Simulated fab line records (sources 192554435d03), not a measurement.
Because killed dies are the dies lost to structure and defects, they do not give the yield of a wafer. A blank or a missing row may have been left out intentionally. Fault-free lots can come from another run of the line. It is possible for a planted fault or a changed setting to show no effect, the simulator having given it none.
Chamber matching | flow n5_finfet | N5_HKMG_FIN_NWFM_ALD_20 on ald_metal-01 has 4 sister chambers
The step deposits TiAlC, target thk 2 nm, pulse time 3 s, purge time 2 s. 7 wafers are shown with their chamber, then 7 later ones without.

== EACH WAFER AND ITS CHAMBER ==
wafer  | chamber | heater_power_w (W) | precursor_pulse_height_rel
L522.1 | 3       | 450                | 1.034
L525.1 | 2       | 395                | 0.967
L525.2 | 0       | 506                | 1.015
L529.2 | 2       | 398                | 1.016
L529.6 | 1       | 396                | 1.016
L532.2 | 0       | 500                | 0.962
L532.5 | 1       | 404                | 0.992

== WAFERS WITH NO CHAMBER GIVEN ==
wafer  | heater_power_w (W) | precursor_pulse_height_rel
L532.6 | 493                | 0.998
L534.2 | 400                | 1.009
L534.4 | 500                | 1.007
L534.6 | 450                | 0.992
L543.1 | 446                | 0.989
L543.4 | 400                | 1.019
L543.5 | 399                | 0.990

== WHICH CHAMBER EACH WENT THROUGH ==
wafer  | from the rows above     | in truth
L532.6 | 0                       | 0
L534.2 | can't be placed: 1 or 2 | 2
L534.4 | 0                       | 0
L534.6 | 3                       | 3
L543.1 | 3                       | 3
L543.4 | can't be placed: 1 or 2 | 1
L543.5 | can't be placed: 1 or 2 | 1
Placed correctly: 4 of 7. Can't be placed from these rows: 3 (the true chamber is among the candidates in 3). 0 placed wrongly.
How it was worked out, from the rows above alone: a wafer's distance from a chamber is the root of the sum, over the readings, of the square of ((its reading less the chamber's mean) divided by the reading's scatter). The wafer belongs to the nearest chamber; if the next one is less than 2 further off, it can't be placed. The mean given for a chamber averages the wafers shown for that chamber. The scatter: the root of (the sum of the squares of (reading less its chamber's mean) over the shown wafers, divided by (wafers less chambers)).
